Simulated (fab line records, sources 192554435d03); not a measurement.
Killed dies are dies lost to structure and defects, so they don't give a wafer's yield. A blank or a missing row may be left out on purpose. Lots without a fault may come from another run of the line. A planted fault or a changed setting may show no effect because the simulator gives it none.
Which tool did it? | flow n5_finfet | 12 lots, 36 wafers sampled, at 2 steps of a route of 1938

WHAT THE GAUGES READ, wafer by wafer
N5_MOL_CONTACT_COAG_THK_MEAS_29.
lot  | measured     | on            | MD_CAP_THK (nm)
L075 | day 5 11:49  | film_metro-01 | 17.95 17.91 17.76
L077 | day 5 19:28  | film_metro-01 | 17.89 17.97 17.98
L079 | day 6 10:00  | film_metro-01 | 17.93 18.00 17.94
L081 | day 6 18:37  | film_metro-02 | 17.84 17.89 17.85
L083 | day 7 13:38  | film_metro-01 | 17.92 17.94 17.89
L085 | day 7 21:08  | film_metro-01 | 17.89 17.95 17.86
L087 | day 8 08:48  | film_metro-01 | 17.87 17.87 17.98
L089 | day 8 18:51  | film_metro-01 | 17.95 17.84 17.94
L091 | day 9 06:47  | film_metro-01 | 17.87 17.88 17.91
L093 | day 9 17:56  | film_metro-01 | 17.93 17.87 17.87
L095 | day 10 05:47 | film_metro-02 | 17.87 17.90 17.89
L097 | day 10 23:28 | film_metro-02 | 17.95 17.97 18.03

WHICH TOOL RAN EACH LOT (tool, then ch and the chambers of the sampled wafers, then the start)
lot  | N5_GATE_CUT_CMP_61
L075 | cmp-04 ch 0,1,2, day 5 02:44
L077 | cmp-01 ch 1,2, day 5 10:14
L079 | cmp-03 ch 0,1,2, day 5 21:55
L081 | cmp-04 ch 0,1,3, day 6 09:01
L083 | cmp-03 ch 0,2,3, day 7 02:16
L085 | cmp-03 ch 1,3, day 7 11:03
L087 | cmp-04 ch 0,2,3, day 7 23:07
L089 | cmp-01 ch 0,2,3, day 8 09:13
L091 | cmp-01 ch 1,2,3, day 8 19:30
L093 | cmp-03 ch 2,3, day 9 07:32
L095 | cmp-01 ch 1,2, day 9 21:36
L097 | cmp-04 ch 1,2,3, day 10 14:32
- N5_GATE_CUT_CMP_61: polishes, stops on SiNx, t overpolish 3 s.

THE ANSWER, worked out from the rows above alone
Rule: what is usual is taken from the lots themselves. Put in order of their means at a reading, lots are off if they are a third of the lots or fewer, leave a main group of 4 or more, and stand apart from it by a gap of 3 or more times the standard deviation of the main group's means; of several such gaps the widest counts. A main group whose means are all the same, to the digits that the tables above print for the reading, isn't used. A lot without any number at a reading at which 4 lots or more have one is off too. The other lots that the step has rows for count as sound.
No lot is off at any reading shown: from this, nothing can be told.

WHAT THE SIMULATOR HAD PUT IN
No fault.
